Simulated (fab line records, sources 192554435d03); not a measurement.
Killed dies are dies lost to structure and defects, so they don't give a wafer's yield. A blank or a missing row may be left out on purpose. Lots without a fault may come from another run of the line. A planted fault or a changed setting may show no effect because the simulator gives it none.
A struck lot beside a sound one | flow n5_finfet | 16 steps out of a route of 1938
Sound: wafers L369.1, L369.3, L369.5. Struck: wafer L367.2. (L367.3, L367.4 of the same lot were not struck and are left out.) The cause comes at the end.
At each step with rows: each side's tool, then ch and its chambers, then its first start. Under that, the readings that differ: sound wafers | struck wafers | difference of the means | sigmas: that difference in standard deviations of wafers without a fault.
alike: readings whose means differ by less than 2 such deviations, and words and numbers that are the same on both sides. not compared: withheld readings, readings that some wafer has no value for, bounds like >300 that may hide the same value, and numbers for which the record gives no deviation and whose values overlap.
The two part at a step that has a row with sigmas, a row that says differs or no value, or rows on one side only. Numbers that don't overlap but have no deviation are shown without sigmas and don't part them. A reading that every wafer of one side lacks parts them only if that side has two wafers or more.

N5_HKMG_FIN_STRIP_34: strips in CF4.
  sound on rie_diel-02 ch 0,3, day 6 11:59; struck on rie_diel-06 ch 2, day 5 23:35
  alike: drypump_motor_current_A, oes_product_au, power_w, rf_vpp_V, showerhead_plenum_p_Torr, throttle_valve_pct
  not compared: rf_hours_counter_h
N5_HKMG_FIN_ETCH_35: etches SOC in N2/H2, target depth 215.8 nm, time 243.4 s.
  sound on rie_diel-02 ch 0,3, day 6 12:00; struck on rie_diel-06 ch 2, day 5 23:37
  alike: drypump_motor_current_A, n2_flow_sccm, oes_product_au, rf_vpp_V, showerhead_plenum_p_Torr, throttle_valve_pct
  not compared: rf_hours_counter_h
N5_HKMG_FIN_STRIP_92: strips SOC in N2/H2, time 20 s.
  sound on rie_diel-02 ch 0,3, day 6 12:09; struck on rie_diel-06 ch 2, day 5 23:46
  alike: drypump_motor_current_A, n2_flow_sccm, oes_product_au, power_w, rf_vpp_V, showerhead_plenum_p_Torr, throttle_valve_pct
  not compared: rf_hours_counter_h
then, 1 step without rows for these wafers: N5_HKMG_FIN_WET_ETCH_18 (etches TiN in SC1, time 55 s, target depth 5.2 nm, rinse time 30 s).
N5_HKMG_FIN_STRIP_19: strips in N2/H2, time 360 s.
  sound on plasma_asher-02 ch 0,1, day 6 12:19; struck on plasma_asher-01 ch 0, day 5 23:54
  alike: drypump_motor_current_A, heater_power_w, n2_flow_sccm
  not compared: rf_hours_counter_h
then, 2 steps without rows for these wafers: N5_HKMG_FIN_ALD_91 (deposits TiN, target thk 1 nm, pulse time 1 s, purge time 3 s); N5_HKMG_FIN_COAT_85 (time 60 s, resist thk 300 nm).
N5_HKMG_FIN_ETCH_86: etches SOC in N2/H2, stops on TiN, target depth 393.2 nm.
  sound on rie_diel-02 ch 1,2,3, day 6 13:02; struck on rie_diel-01 ch 2, day 6 00:43
  alike: drypump_motor_current_A, n2_flow_sccm, oes_product_au, rf_vpp_V, showerhead_plenum_p_Torr, throttle_valve_pct
  not compared: rf_hours_counter_h
then, 4 steps without rows for these wafers: N5_HKMG_FIN_STRIP_89 (strips SOC in N2/H2, time 20 s); N5_HKMG_FIN_WET_ETCH_87 (etches TiN in SC1, time 154.2 s, target depth 4.7 nm, rinse time 30 s); N5_HKMG_FIN_STRIP_88 (strips in N2/H2, time 360 s); N5_HKMG_FIN_NWFM_ALD_20 (deposits TiAlC, target thk 2 nm, pulse time 3 s, purge time 2 s).
N5_HKMG_FIN_ALD_71: deposits TiN, target thk 1 nm, pulse time 1 s, purge time 3 s.
  sound on ald_metal-03 ch 0,1, day 6 13:46; struck on ald_metal-02 ch 1, day 6 01:30
  reading              | sound                | struck | difference | sigmas
  susceptor_temp_C (C) | 399.64 399.82 399.77 | 409.70 | +9.96      | +45
  alike: heater_power_w, precursor_pulse_height_rel
  not compared: since_wet_clean_h
then, 1 step without rows for these wafers: N5_HKMG_FIN_COAT_66 (time 60 s, resist thk 300 nm).
-- the record jumps here: 4 days lie between the struck wafers' starts before and after (it left off in module HKMG_FIN and takes up again in module BEOL_M4, whose first step shown is number 1111 of the route) --
N5_BEOL_M4_RC_MEAS_101:
  sound on prober-01 ch 0, day 9 17:12; struck on prober-02 ch 0, day 9 15:26
  reading        | sound          | struck | difference | sigmas
  IOFF_P (nA/um) | 0.15 0.19 0.17 | 0.25   | +0.08      | +2
  ION_P (uA/um)  | 446 456 450    | 479    | +28        | +4
  VT_P (mV)      | -255 -256 -256 | -245   | +11        | +3
  alike: DIBL_N, DIBL_P, IOFF_N, ION_N, SS_N, SS_P, VT_N
-- the record jumps here: 4 days lie between the struck wafers' starts before and after (it left off in module BEOL_M4 and takes up again in module PASSIVATION, whose first step shown is number 1936 of the route) --
N5_PASSIVATION_PROBE_49:
  sound on prober-01, day 13 14:31; struck on prober-02, day 13 13:59
  alike: defect_limited_yield, killed_at_M0_to_M3, killed_at_M4_up, killed_at_contacts, killed_at_front_end, killed_at_other, killed_dies, killed_on_rim, killed_open, killed_short, sort_bin_5_function, sort_bin_6_memory, sort_n_pass, sort_yield_pct

WHERE THEY PART
First at N5_HKMG_FIN_ALD_71; last, within this record, at N5_BEOL_M4_RC_MEAS_101. Later steps at which nothing parts them and some readings are alike: N5_PASSIVATION_PROBE_49.

WHY: what the simulator had put in
Process parameter drift: ald_metal-02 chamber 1, from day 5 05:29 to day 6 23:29, at N5_HKMG_FIN_ALD_71. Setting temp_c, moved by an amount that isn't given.
